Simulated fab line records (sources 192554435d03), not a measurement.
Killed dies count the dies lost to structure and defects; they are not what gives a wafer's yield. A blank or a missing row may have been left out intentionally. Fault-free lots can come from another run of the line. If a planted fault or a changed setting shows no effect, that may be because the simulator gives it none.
Matching of chambers || flow n5-finfet || N5_DUMMY_GATE_ALD_02 on ald-sin-03: 4 sister chambers
The step deposits SiO2, target thk 2 nm, pulse time 1 s. 4 wafers are shown with their chamber, then 9 later ones without.

## WAFERS PAIRED WITH THEIR CHAMBERS
{"wafer": "L081.2", "chamber": 3, "heater-power-w (W)": 450}
{"wafer": "L092.2", "chamber": 1, "heater-power-w (W)": 408}
{"wafer": "L092.4", "chamber": 2, "heater-power-w (W)": 372}
{"wafer": "L092.6", "chamber": 0, "heater-power-w (W)": 524}

## WAFERS WITHOUT THEIR CHAMBER
{"wafer": "L094.3", "heater-power-w (W)": 385}
{"wafer": "L094.4", "heater-power-w (W)": 518}
{"wafer": "L094.5", "heater-power-w (W)": 454}
{"wafer": "L095.2", "heater-power-w (W)": 528}
{"wafer": "L095.5", "heater-power-w (W)": 379}
{"wafer": "L095.6", "heater-power-w (W)": 400}
{"wafer": "L096.1", "heater-power-w (W)": 454}
{"wafer": "L096.4", "heater-power-w (W)": 401}
{"wafer": "L096.5", "heater-power-w (W)": 406}

## WHICH CHAMBER EACH ONE RAN IN
{"wafer": "L094.3", "from the rows above": "can't be placed: 2 or 1", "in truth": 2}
{"wafer": "L094.4", "from the rows above": 0, "in truth": 0}
{"wafer": "L094.5", "from the rows above": 3, "in truth": 3}
{"wafer": "L095.2", "from the rows above": 0, "in truth": 0}
{"wafer": "L095.5", "from the rows above": 2, "in truth": 2}
{"wafer": "L095.6", "from the rows above": 1, "in truth": 1}
{"wafer": "L096.1", "from the rows above": 3, "in truth": 3}
{"wafer": "L096.4", "from the rows above": 1, "in truth": 1}
{"wafer": "L096.5", "from the rows above": 1, "in truth": 1}
Correctly placed: 8 of 9. Not placeable from these rows: 1 (in 1, the candidates include the true chamber). Wrongly placed: 0.
How it was worked out, from the rows above alone: a wafer's distance from a chamber is the root of the sum, over the readings, of the square of ((its reading less the chamber's mean) divided by the reading's scatter). If the next closest chamber is less than 2 further off than the closest, the wafer can't be placed; otherwise it belongs to the closest. Each chamber's mean is taken over the wafers shown for it. The scatter (one wafer shown for each chamber): square how far every hidden wafer sits from the nearest shown wafer, average those squares and take the square root.
